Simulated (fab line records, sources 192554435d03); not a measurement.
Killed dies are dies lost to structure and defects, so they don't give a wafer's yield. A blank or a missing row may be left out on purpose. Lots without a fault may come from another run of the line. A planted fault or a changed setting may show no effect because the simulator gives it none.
Chamber matching | flow n5_finfet | N5_HKMG_FIN_ALD_71 on ald_metal-01: 4 sister chambers
The step deposits TiN, target thk 1 nm, pulse time 1 s, purge time 3 s. 18 wafers are shown with their chamber, then 9 later ones without.

WAFERS WITH THEIR CHAMBER
wafer  | chamber | heater_power_w (W) | precursor_pulse_height_rel
L082.1 | 1       | 892                | 0.980
L082.2 | 2       | 794                | 1.006
L082.6 | 2       | 795                | 1.018
L084.1 | 2       | 791                | 0.981
L084.2 | 3       | 832                | 0.973
L084.3 | 0       | 780                | 0.974
L084.4 | 1       | 902                | 0.998
L084.5 | 2       | 789                | 1.022
L084.6 | 1       | 882                | 1.012
L090.1 | 3       | 847                | 0.966
L090.2 | 0       | 786                | 0.982
L090.3 | 1       | 896                | 1.013
L090.4 | 2       | 790                | 0.975
L090.5 | 0       | 779                | 1.003
L090.6 | 3       | 880                | 1.027
L092.1 | 1       | 887                | 0.966
L092.4 | 2       | 788                | 0.970
L092.5 | 3       | 843                | 0.977

SIGNATURES (means of the wafers above)
reading                    | chamber 0 | chamber 1 | chamber 2 | chamber 3 | scatter within a chamber
heater_power_w             | 781.67    | 891.80    | 791.17    | 850.50    | 10.7
precursor_pulse_height_rel | 0.98633   | 0.99380   | 0.99533   | 0.98575   | 0.0225
Rule: a wafer's distance from a chamber is the root of the sum, over the readings, of the square of ((its reading less the chamber's mean) divided by the reading's scatter). The wafer belongs to the nearest chamber; if the next one is less than 2 further off, it can't be placed. The scatter: the root of (the sum of the squares of (reading less its chamber's mean) over the shown wafers, divided by (wafers less chambers)).

WAFERS WITHOUT THEIR CHAMBER
wafer  | heater_power_w (W) | precursor_pulse_height_rel
L094.1 | 851                | 1.022
L094.2 | 856                | 1.019
L094.3 | 792                | 0.991
L094.4 | 804                | 1.037
L094.5 | 847                | 1.012
L094.6 | 785                | 1.012
L097.2 | 798                | 1.003
L097.3 | 874                | 0.992
L097.5 | 786                | 0.998

WHICH CHAMBER EACH WENT THROUGH
wafer  | from the rows above     | in truth
L094.1 | 3                       | 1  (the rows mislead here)
L094.2 | can't be placed: 3 or 1 | 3
L094.3 | can't be placed: 2 or 0 | 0
L094.4 | can't be placed: 2 or 0 | 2
L094.5 | 3                       | 3
L094.6 | can't be placed: 2 or 0 | 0
L097.2 | can't be placed: 2 or 0 | 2
L097.3 | can't be placed: 1 or 3 | 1
L097.5 | can't be placed: 2 or 0 | 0
Placed correctly: 1 of 9. Can't be placed from these rows: 7 (the true chamber is among the candidates in 7). Placed wrongly: 1.
